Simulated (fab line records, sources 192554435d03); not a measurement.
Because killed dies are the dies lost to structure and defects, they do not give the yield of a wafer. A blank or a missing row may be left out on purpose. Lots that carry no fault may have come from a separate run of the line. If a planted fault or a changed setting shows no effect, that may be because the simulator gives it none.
Problem report in the 8D (eight disciplines) form, filled by code + flow n5-finfet + the parts of the form that need people (team, actions taken, sign-off) are left out

## 1. WHAT WENT WRONG
Mean of run-length-s at N5_HKMG_FIN_ETCH_35: 289.6 s across 2 wafers in 2 lots; on wafers with no fault it is 267.0 s (standard deviation 0.37). That is +61 standard deviations from the usual mean.
The step: etches SOC in N2/H2, target depth 215.8 nm, time 243.4 s.
Seen first at day 5 11:14 on rie-diel-05, wafer L826.3. The record holds 12 wafers of 4 lots with a number at this step. Rule for "out", or "out of limits": more than 4 standard deviations from the usual mean. All remaining wafers that have a number are taken as sound.

## 2. WHAT IT IS AND WHAT IT IS NOT
| question                    | is               | is not                                                                                                        |
|-----------------------------|------------------|---------------------------------------------------------------------------------------------------------------|
| which readings at this step | run-length-s     | drypump-motor-current-A, h2-flow-sccm, oes-product-au, rf-vpp-V, showerhead-plenum-p-Torr, throttle-valve-pct |
| which lots                  | L826, L828       | L829, L838                                                                                                    |
| which wafers of those lots  | L826.3, L828.4   | L826.5, L826.6, L828.1, L828.6                                                                                |
| read on which tools         | rie-diel-05      | rie-diel-03                                                                                                   |
| when                        | from day 5 11:14 | up to then (2 sound wafers); but 8 sound wafers of L828, L829, L838 came after                                |

## 3. THE SUSPECTS, EACH WITH WHAT RULES IT OUT
Counting: a tool at a process step up to the reading stays a suspect if it ran every lot that is out. Sound lots after the first of them don't rule it out here, since some wafers of a struck lot are sound.
- rie-diel-05 at N5_HKMG_FIN_ETCH_35 (etches SOC in N2/H2, target depth 215.8 nm, time 243.4 s): kept. It ran every lot that is out, first L826 (day 5 11:14). Out on those wafers are its own readings of run-length-s.
- Within rie-diel-05 at N5_HKMG_FIN_ETCH_35: the wafers that are out ran in chambers 0, 1; their sound lot-mates ran in chambers 2, 3.
After counting, what remains is rie-diel-05 at N5_HKMG_FIN_ETCH_35.

## 4. THE CAUSE (what the simulator had put in)
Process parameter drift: rie-diel-05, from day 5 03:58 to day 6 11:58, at N5_HKMG_FIN_ETCH_35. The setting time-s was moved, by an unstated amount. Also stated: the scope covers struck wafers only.
After counting, this tool was the only one left.

## 5. THE EFFECT CHAIN, in route order
Each row: a reading whose mean over the struck wafers that have a number lies more than 3 standard deviations from the usual. Only readings for which the record gives a usual standard deviation are gone through. hours: the time from each lot's start at the first step in this table that gives one to its start at this step, as a median over the lots. sigmas: the change in usual standard deviations.
| hours | step                | reading      | usual   | on struck wafers | change | sigmas |
|-------|---------------------|--------------|---------|------------------|--------|--------|
| 0     | N5_HKMG_FIN_ETCH_35 | run-length-s | 267.0 s | 289.6            | +22.6  | +61    |
The process steps in it:
- N5_HKMG_FIN_ETCH_35: etches SOC in N2/H2, target depth 215.8 nm, time 243.4 s.
At these later measuring or inspecting steps, every struck wafer for which the step has a row has a number for every such reading, and none has moved that far: N5_BEOL_M4_RC_MEAS_101.

## 6. HOW IT WOULD HAVE BEEN CAUGHT EARLIER
First out-of-limits reading in this record: day 5 11:14, which is 7 hours after fault onset at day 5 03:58.
